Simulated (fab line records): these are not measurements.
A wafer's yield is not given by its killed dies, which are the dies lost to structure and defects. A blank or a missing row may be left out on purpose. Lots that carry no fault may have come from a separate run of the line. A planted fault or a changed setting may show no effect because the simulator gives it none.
Matching of chambers | flow nandHarc | 4 sister chambers for NHARC_A_STAIRCASE_ETCH_444 on rieDiel-08
The step etches the open film in C4F8/O2, target depth 10200 nm, time 3400 s. 14 wafers are shown with their chamber, then 7 later ones without.

## EACH WAFER AND ITS CHAMBER
wafer  | chamber | rfVppV (V) | oesProductAu (a.u.)
L082.2 | 1       | 801        | 0.941
L082.4 | 2       | 810        | 0.955
L082.5 | 2       | 810        | 0.942
L079.1 | 0       | 807        | 0.910
L079.2 | 1       | 800        | 0.935
L079.6 | 2       | 809        | 0.921
L088.1 | 1       | 801        | 0.946
L088.3 | 2       | 810        | 0.955
L088.4 | 3       | 805        | 0.937
L089.2 | 2       | 807        | 0.943
L089.4 | 0       | 808        | 0.917
L089.5 | 0       | 809        | 0.923
L090.2 | 1       | 800        | 0.948
L090.4 | 0       | 808        | 0.924

SIGNATURES, as means of the wafers listed above
reading      | chamber 0 | chamber 1 | chamber 2 | chamber 3 | scatter within a chamber
rfVppV       | 808.00    | 800.50    | 809.20    | 805.00    | 0.99
oesProductAu | 0.91850   | 0.94250   | 0.94320   | 0.93700   | 0.00999
Rule: for a wafer and a chamber, the distance is found by dividing, reading by reading, the gap between the wafer's reading and the chamber's mean by the reading's scatter, squaring, summing and taking the root. If the next closest chamber is less than 2 further off than the closest, the wafer can't be placed; otherwise it belongs to the closest. The scatter is the square root of a quotient: the sum, over the shown wafers, of each reading's squared deviation from its chamber's mean, divided by wafers minus chambers.

## WAFERS MISSING THEIR CHAMBER
wafer  | rfVppV (V) | oesProductAu (a.u.)
L090.5 | 800        | 0.948
L094.1 | 809        | 0.931
L094.2 | 800        | 0.940
L094.5 | 809        | 0.933
L096.1 | 800        | 0.942
L096.2 | 805        | 0.934
L096.3 | 806        | 0.922

## EACH ONE'S CHAMBER
wafer  | from the rows above     | in truth
L090.5 | 1                       | 1
L094.1 | can't be placed: 2 or 0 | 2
L094.2 | 1                       | 1
L094.5 | can't be placed: 2 or 0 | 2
L096.1 | 1                       | 1
L096.2 | 3                       | 3
L096.3 | can't be placed: 3 or 0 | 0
4 of 7 placed correctly. These rows do not allow placing 3 (true chamber among the candidates in 3). Placed wrongly: 0.
